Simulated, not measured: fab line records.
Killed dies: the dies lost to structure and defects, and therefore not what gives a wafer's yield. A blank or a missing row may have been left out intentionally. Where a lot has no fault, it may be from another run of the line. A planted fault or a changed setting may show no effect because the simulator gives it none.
Which tool did it? / flow n5Finfet / 9 lots with 27 wafers sampled at 7 steps, on a route of 1938 steps

WHAT THE GAUGES READ, wafer by wafer
N5_BEOL_M4_RC_MEAS_101.
lot=L216; measured=day 8 09:44; on=prober-02; DIBL_N (mV/V)=38.8 37.2 36.9; DIBL_P (mV/V)=39.1 37.0 35.8; IOFF_N (nA/um)=0.20 0.16 0.14; IOFF_P (nA/um)=0.28 0.22 0.21; ION_N (uA/um)=671 664 667; ION_P (uA/um)=463 459 460; SS_N (mV/dec)=72.0 71.6 72.1; SS_P (mV/dec)=74.1 72.7 73.2; VT_N (mV)=246 249 250; VT_P (mV)=-244 -247 -250
lot=L215; measured=day 8 12:48; on=prober-01; DIBL_N (mV/V)=34.3 35.8 36.6; DIBL_P (mV/V)=33.3 34.4 34.3; IOFF_N (nA/um)=0.12 0.15 0.15; IOFF_P (nA/um)=0.16 0.17 0.16; ION_N (uA/um)=668 677 646; ION_P (uA/um)=456 457 440; SS_N (mV/dec)=71.9 72.1 72.3; SS_P (mV/dec)=72.0 72.7 72.8; VT_N (mV)=251 247 252; VT_P (mV)=-252 -253 -253
lot=L217; measured=day 9 03:26; on=prober-01; DIBL_N (mV/V)=39.0 39.3 34.0; DIBL_P (mV/V)=38.2 38.9 32.5; IOFF_N (nA/um)=0.22 0.23 0.12; IOFF_P (nA/um)=0.31 0.33 0.20; ION_N (uA/um)=669 663 657; ION_P (uA/um)=465 463 464; SS_N (mV/dec)=72.4 72.1 70.2; SS_P (mV/dec)=75.0 74.9 72.8; VT_N (mV)=244 244 250; VT_P (mV)=-240 -241 -246
lot=L219; measured=day 9 08:45; on=prober-01; DIBL_N (mV/V)=36.3 34.4 39.2; DIBL_P (mV/V)=37.4 36.1 40.2; IOFF_N (nA/um)=0.15 0.13 0.20; IOFF_P (nA/um)=0.21 0.18 0.27; ION_N (uA/um)=654 663 669; ION_P (uA/um)=448 460 455; SS_N (mV/dec)=70.6 71.2 73.0; SS_P (mV/dec)=73.9 73.1 74.0; VT_N (mV)=248 252 246; VT_P (mV)=-252 -251 -251
lot=L221; measured=day 10 03:45; on=prober-01; DIBL_N (mV/V)=37.8 40.1 37.4; DIBL_P (mV/V)=37.9 41.5 36.9; IOFF_N (nA/um)=0.17 0.24 0.17; IOFF_P (nA/um)=0.24 0.30 0.21; ION_N (uA/um)=666 692 683; ION_P (uA/um)=464 474 464; SS_N (mV/dec)=72.3 72.6 72.0; SS_P (mV/dec)=73.3 74.2 73.6; VT_N (mV)=249 244 252; VT_P (mV)=-248 -246 -249
lot=L229; measured=day 12 02:13; on=prober-01; DIBL_N (mV/V)=36.8 33.2 35.1; DIBL_P (mV/V)=35.9 33.4 33.8; IOFF_N (nA/um)=0.17 0.12 0.14; IOFF_P (nA/um)=0.19 0.16 0.16; ION_N (uA/um)=682 677 665; ION_P (uA/um)=462 466 451; SS_N (mV/dec)=71.5 70.2 71.2; SS_P (mV/dec)=73.5 72.4 73.3; VT_N (mV)=247 252 254; VT_P (mV)=-251 -254 -257
lot=L230; measured=day 12 18:06; on=prober-02; DIBL_N (mV/V)=34.7 36.5 36.4; DIBL_P (mV/V)=33.5 35.0 35.7; IOFF_N (nA/um)=0.13 0.15 0.15; IOFF_P (nA/um)=0.19 0.22 0.22; ION_N (uA/um)=671 647 658; ION_P (uA/um)=460 448 456; SS_N (mV/dec)=71.4 72.0 71.8; SS_P (mV/dec)=72.2 72.6 72.8; VT_N (mV)=252 251 251; VT_P (mV)=-249 -247 -247
lot=L232; measured=day 13 02:10; on=prober-01; DIBL_N (mV/V)=35.0 36.0 36.9; DIBL_P (mV/V)=35.2 35.9 37.6; IOFF_N (nA/um)=0.14 0.16 0.17; IOFF_P (nA/um)=0.21 0.21 0.24; ION_N (uA/um)=677 683 690; ION_P (uA/um)=466 461 470; SS_N (mV/dec)=70.9 71.0 71.8; SS_P (mV/dec)=73.5 73.1 73.5; VT_N (mV)=249 250 250; VT_P (mV)=-249 -250 -246
lot=L236; measured=day 14 05:07; on=prober-02; DIBL_N (mV/V)=36.1 32.9 36.1; DIBL_P (mV/V)=37.4 33.9 37.3; IOFF_N (nA/um)=0.16 0.12 0.16; IOFF_P (nA/um)=0.21 0.17 0.20; ION_N (uA/um)=685 672 681; ION_P (uA/um)=467 457 460; SS_N (mV/dec)=71.8 70.4 71.1; SS_P (mV/dec)=73.0 72.3 73.9; VT_N (mV)=251 252 249; VT_P (mV)=-252 -252 -253

N5_BEOL_M8_THK_MEAS_53: measures by xrf.
lot=L216; measured=day 10 05:08; on=filmMetro-02; M8_THK (nm)=78.1 81.4 77.6
lot=L215; measured=day 10 05:53; on=filmMetro-02; M8_THK (nm)=78.6 81.3 78.5
lot=L217; measured=day 11 03:41; on=filmMetro-02; M8_THK (nm)=79.6 81.5 80.6
lot=L219; measured=day 11 02:20; on=filmMetro-01; M8_THK (nm)=79.0 81.3 80.9
lot=L221; measured=day 11 20:02; on=filmMetro-01; M8_THK (nm)=198.7 80.4 81.3
lot=L229; measured=day 13 14:47; on=filmMetro-01; M8_THK (nm)=78.1 77.1 77.2
lot=L230; measured=day 14 06:18; on=filmMetro-01; M8_THK (nm)=77.4 80.9 81.0
lot=L232; measured=day 14 14:22; on=filmMetro-02; M8_THK (nm)=79.3 79.7 77.8
lot=L236; measured=day 15 19:22; on=filmMetro-02; M8_THK (nm)=81.3 78.6 81.6

N5_BEOL_M8_INSPECT_58: inspects for defects (darkfield).
lot=L216; measured=day 10 05:17; on=defectInspect-01; rawDefectCount=87 75 102
lot=L215; measured=day 10 06:02; on=defectInspect-02; rawDefectCount=55 62 41
lot=L217; measured=day 11 03:50; on=defectInspect-01; rawDefectCount=94 37 43
lot=L219; measured=day 11 02:29; on=defectInspect-02; rawDefectCount=137 98 73
lot=L221; measured=day 11 20:12; on=defectInspect-01; rawDefectCount=1016 100 58
lot=L229; measured=day 13 14:57; on=defectInspect-01; rawDefectCount=37 36 58
lot=L230; measured=day 14 06:28; on=defectInspect-02; rawDefectCount=67 74 57
lot=L232; measured=day 14 14:31; on=defectInspect-02; rawDefectCount=45 49 56
lot=L236; measured=day 15 19:31; on=defectInspect-01; rawDefectCount=90 81 83

N5_BEOL_M9_THK_MEAS_01.
lot=L216; measured=day 10 05:56; on=filmMetro-01; M9_ILD_THK (nm)=272 276 274
lot=L215; measured=day 10 06:40; on=filmMetro-02; M9_ILD_THK (nm)=265 266 270
lot=L217; measured=day 11 04:28; on=filmMetro-01; M9_ILD_THK (nm)=269 271 273
lot=L219; measured=day 11 03:07; on=filmMetro-02; M9_ILD_THK (nm)=262 271 266
lot=L221; measured=day 11 20:50; on=filmMetro-02; M9_ILD_THK (nm)=267 276
lot=L229; measured=day 13 16:04; on=filmMetro-02; M9_ILD_THK (nm)=265 266 269
lot=L230; measured=day 14 07:05; on=filmMetro-01; M9_ILD_THK (nm)=267 270 277
lot=L232; measured=day 14 15:09; on=filmMetro-02; M9_ILD_THK (nm)=274 276 270
lot=L236; measured=day 15 20:09; on=filmMetro-02; M9_ILD_THK (nm)=270 268 272

WHAT TOOL EACH LOT RAN ON (gives the tool, then ch and the chambers of the sampled wafers, and finally the start)
lot=L216; N5_BEOL_M8_ANNEAL_51=rtpAnneal-01 ch 0, day 10 04:37; N5_BEOL_M8_CMP_52=cmp-01 ch 1,2, day 10 04:52; N5_BEOL_M8_DEP_56=pecvd-04 ch 0,2, day 10 05:11
lot=L215; N5_BEOL_M8_ANNEAL_51=rtpAnneal-02 ch 0, day 10 05:23; N5_BEOL_M8_CMP_52=cmp-04 ch 0,2,3, day 10 05:37; N5_BEOL_M8_DEP_56=pecvd-04 ch 0,2, day 10 05:56
lot=L217; N5_BEOL_M8_ANNEAL_51=rtpAnneal-01 ch 0, day 11 03:07; N5_BEOL_M8_CMP_52=cmp-04 ch 1,2,3, day 11 03:25; N5_BEOL_M8_DEP_56=pecvd-01 ch 1,2, day 11 03:44
lot=L219; N5_BEOL_M8_ANNEAL_51=rtpAnneal-02 ch 0, day 11 01:47; N5_BEOL_M8_CMP_52=cmp-04 ch 0,1,3, day 11 02:04; N5_BEOL_M8_DEP_56=pecvd-03 ch 0,1,2, day 11 02:23
lot=L221; N5_BEOL_M8_ANNEAL_51=rtpAnneal-01 ch 0, day 11 19:26; N5_BEOL_M8_CMP_52=cmp-04 ch 0,1, day 11 19:44; N5_BEOL_M8_DEP_56=pecvd-01 ch 0,2, day 11 20:05
lot=L229; N5_BEOL_M8_ANNEAL_51=rtpAnneal-02 ch 0, day 13 14:16; N5_BEOL_M8_CMP_52=cmp-01 ch 2,3, day 13 14:29; N5_BEOL_M8_DEP_56=pecvd-03 ch 0,1, day 13 14:51
lot=L230; N5_BEOL_M8_ANNEAL_51=rtpAnneal-01 ch 0, day 14 05:46; N5_BEOL_M8_CMP_52=cmp-03 ch 0,1,2, day 14 06:03; N5_BEOL_M8_DEP_56=pecvd-01 ch 0,1,2, day 14 06:22
lot=L232; N5_BEOL_M8_ANNEAL_51=rtpAnneal-02 ch 0, day 14 13:54; N5_BEOL_M8_CMP_52=cmp-01 ch 0,1,2, day 14 14:08; N5_BEOL_M8_DEP_56=pecvd-04 ch 0,1,2, day 14 14:26
lot=L236; N5_BEOL_M8_ANNEAL_51=rtpAnneal-02 ch 0, day 15 18:46; N5_BEOL_M8_CMP_52=cmp-04 ch 0,2, day 15 19:04; N5_BEOL_M8_DEP_56=pecvd-04 ch 0,1, day 15 19:26
- N5_BEOL_M8_ANNEAL_51: time 90 s.
- N5_BEOL_M8_CMP_52: polishes, stops on SiCOH lowk, t overpolish 6.9 s, target thk 80 nm.
- N5_BEOL_M8_DEP_56: deposits SiCN from 3MS/NH3, target thk 10 nm, time 17.5 s.

AS READ BY THE TOOLS THEMSELVES (means over the sampled wafers that have a number; for cases with no such wafer, the mark the record gives instead)
N5_BEOL_M8_ANNEAL_51.
lot=L216 tool=rtpAnneal-01 wafer_temp_C_max=226.0
lot=L215 tool=rtpAnneal-02 wafer_temp_C_max=226.1
lot=L217 tool=rtpAnneal-01 wafer_temp_C_max=226.0
lot=L219 tool=rtpAnneal-02 wafer_temp_C_max=226.1
lot=L221 tool=rtpAnneal-01 wafer_temp_C_max=225.7
lot=L229 tool=rtpAnneal-02 wafer_temp_C_max=226.1
lot=L230 tool=rtpAnneal-01 wafer_temp_C_max=225.7
lot=L232 tool=rtpAnneal-02 wafer_temp_C_max=226.6
lot=L236 tool=rtpAnneal-02 wafer_temp_C_max=226.3

N5_BEOL_M8_CMP_52.
lot=L216; tool=cmp-01; barrierFieldEndpointS (s)=28.5; motorCurrentA (A)=6.5; overpolishRunS (s)=6.912; timeToEndpointS (s)=63.5
lot=L215; tool=cmp-04; barrierFieldEndpointS (s)=28.5; motorCurrentA (A)=6.0; overpolishRunS (s)=6.898; timeToEndpointS (s)=60.0
lot=L217; tool=cmp-04; barrierFieldEndpointS (s)=28.4; motorCurrentA (A)=6.2; overpolishRunS (s)=6.891; timeToEndpointS (s)=61.7
lot=L219; tool=cmp-04; barrierFieldEndpointS (s)=28.2; motorCurrentA (A)=5.9; overpolishRunS (s)=6.900; timeToEndpointS (s)=62.0
lot=L221; tool=cmp-04; barrierFieldEndpointS (s)=35.7; motorCurrentA (A)=6.0; overpolishRunS (s)=4.612; timeToEndpointS (s)=69.8
lot=L229; tool=cmp-01; barrierFieldEndpointS (s)=28.9; motorCurrentA (A)=6.1; overpolishRunS (s)=6.886; timeToEndpointS (s)=60.7
lot=L230; tool=cmp-03; barrierFieldEndpointS (s)=28.4; motorCurrentA (A)=5.9; overpolishRunS (s)=6.900; timeToEndpointS (s)=62.6
lot=L232; tool=cmp-01; barrierFieldEndpointS (s)=29.3; motorCurrentA (A)=5.9; overpolishRunS (s)=6.907; timeToEndpointS (s)=61.0
lot=L236; tool=cmp-04; barrierFieldEndpointS (s)=29.8; motorCurrentA (A)=5.9; overpolishRunS (s)=6.901; timeToEndpointS (s)=60.3

N5_BEOL_M8_DEP_56.
lot=L216; tool=pecvd-04; showerheadPlenumPTorr (Torr)=3.662; throttleValvePct (%)=9.4
lot=L215; tool=pecvd-04; showerheadPlenumPTorr (Torr)=3.662; throttleValvePct (%)=9.1
lot=L217; tool=pecvd-01; showerheadPlenumPTorr (Torr)=3.655; throttleValvePct (%)=8.9
lot=L219; tool=pecvd-03; showerheadPlenumPTorr (Torr)=3.675; throttleValvePct (%)=9.1
lot=L221; tool=pecvd-01; showerheadPlenumPTorr (Torr)=3.641; throttleValvePct (%)=8.9
lot=L229; tool=pecvd-03; showerheadPlenumPTorr (Torr)=3.668; throttleValvePct (%)=9.3
lot=L230; tool=pecvd-01; showerheadPlenumPTorr (Torr)=3.650; throttleValvePct (%)=8.9
lot=L232; tool=pecvd-04; showerheadPlenumPTorr (Torr)=3.663; throttleValvePct (%)=9.1
lot=L236; tool=pecvd-04; showerheadPlenumPTorr (Torr)=3.653; throttleValvePct (%)=8.9

THE ANSWER, worked out from the rows above alone
Rule: usual is defined by the lots themselves. Put in order of their means at a reading, lots are off if they are a third of the lots or fewer, leave a main group of 4 or more, and stand apart from it by a gap of 3 or more times the standard deviation of the main group's means; of several such gaps the widest counts. Not used: any main group whose means are identical at the precision the tables above print for the reading. A lot without any number at a reading at which 4 lots or more have one is off too. All remaining lots with rows at the step are treated as sound. Order of review: gauges by route order, followed by the tools' own readings, for which a lot's mean as printed above is used. At the first step where some lot is off, the reading lying furthest off is the one used; lots without a number count as furthest.
Off: L221, at N5_BEOL_M8_THK_MEAS_53 (M8_THK). For the main group the mean is 79.5 nm and the standard deviation 0.98.
If a tool, at a process step before that reading, ran all the lots that are off and no sound lot after the first of them, it fits. Not tried: the gauges at N5_BEOL_M8_THK_MEAS_53; whatever is off there is also off at N5_BEOL_M8_INSPECT_58, on other tools, and gauge error can't account for it. Not one of the candidates tried fits.

WHAT THE SIMULATOR PUT IN
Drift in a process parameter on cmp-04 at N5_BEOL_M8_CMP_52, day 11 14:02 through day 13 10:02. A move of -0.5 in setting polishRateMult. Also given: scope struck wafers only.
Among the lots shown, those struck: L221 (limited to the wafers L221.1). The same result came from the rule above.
